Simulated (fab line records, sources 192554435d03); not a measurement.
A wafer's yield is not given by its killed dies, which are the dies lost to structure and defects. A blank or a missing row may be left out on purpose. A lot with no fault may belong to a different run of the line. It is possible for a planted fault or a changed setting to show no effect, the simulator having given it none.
Split-lot trial	flow n5 finfet	21 wafers read across 7 lots, on a route 1938 steps long

## THE SPLIT
At N5_BEOL_M7_COAT_71 (time 60 s, resist thk 5 nm), the setting spin rpm was moved away from the recipe's 1500 rpm on 8 of the 21 wafers read, by -6.7% to +8.1%. This setting was run at the recipe's value on the other wafers.

## FROM THE SPLIT TO THE READING: what the file shows between them, 3 steps
- N5_BEOL_M7_COAT_22: resist thk 30 nm
- N5_BEOL_M7_EBR_24
- N5_BEOL_M7_DESCUM_33: chemistry O2, time 7 s

## THE READING
etch.depth nm (the simulator's own value, which no gauge read), in nm, at N5_BEOL_M7_ETCH_72 (etches underlayer in N2/H2, target depth 6.5 nm, time 5.2 s). The file gives no usual value for it. The 13 wafers here that ran the recipe average 5.001 nm, standard deviation 0.011 nm.

wafer	tool, chamber at the split	spin rpm as run, rpm	against the recipe	etch.depth nm, nm	against lot-mates on the recipe
L077.3	litho track-05, 0	1399	-6.7%	5.166	+0.167
L077.4	litho track-05, 0	1500	recipe	4.999	-
L077.6	litho track-05, 0	1399	-6.7%	5.154	+0.155
L074.1	litho track-05, 0	1500	recipe	4.988	-
L074.3	litho track-05, 0	1603	+6.9%	4.815	-0.172
L074.5	litho track-05, 0	1500	recipe	4.986	-
L081.4	litho track-05, 0	1500	recipe	5.011	-
L081.5	litho track-05, 0	1441	-3.9%	5.116	+0.105
L081.6	litho track-05, 0	1441	-3.9%	5.114	+0.103
L083.2	litho track-04, 0	1500	recipe	5.017	-
L083.3	litho track-04, 0	1500	recipe	5.019	-
L083.6	litho track-04, 0	1621	+8.1%	4.821	-0.197
L087.1	litho track-03, 0	1500	recipe	5.012	-
L087.3	litho track-03, 0	1500	recipe	4.995	-
L087.4	litho track-03, 0	1500	recipe	4.998	-
L093.2	litho track-04, 0	1500	recipe	4.994	-
L093.4	litho track-04, 0	1500	recipe	5.001	-
L093.6	litho track-04, 0	1500	recipe	4.987	-
L096.3	litho track-03, 0	1433	-4.5%	5.088	+0.085
L096.4	litho track-03, 0	1500	recipe	5.003	-
L096.6	litho track-03, 0	1433	-4.5%	5.107	+0.104

FIT RESULTS
A straight line over all 21 wafers: etch.depth nm changes by -0.0242 nm for each +1% of spin rpm; r = -0.99; the points scatter about the line by 0.013 nm.
The same after taking each lot's own level away (the mean of its wafers on the recipe; 21 wafers): -0.0242 nm for each +1%; r = -1.00; scatter 0.0075 nm.
Per that fit: largest spin rpm move, reading shift of 0.19 nm.
The span of the lots' own levels, 4.9870 to 5.0180 nm, comes to 2.9 times the standard deviation stated above.
The two slopes are in agreement: the lot-to-lot level therefore moves the slope only a little.
Check: -0.195 nm against its lot-mates is what the line predicts for one of the wafers moved furthest among these (+8.1%) when that wafer is left out of the fit. It came out at -0.197 nm against them.

## ADDITIONAL SPLITS CARRIED BY THESE WAFERS
Before the reading, these wafers also passed through other splits. Each is held against what the fit with the lots' levels taken away leaves over:
other split on the same wafers	wafers away from the commonest value	r with etch.depth nm (lot level and that fit taken away)
N5_BEOL_M5_COAT_22 spin rpm	7	+0.24
N5_BEOL_M7_COAT_63 spin rpm	8	+0.10

## THE FILE'S OWN FIT
etch.depth nm changes by -0.0243 nm for each +1% of spin rpm, r = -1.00.
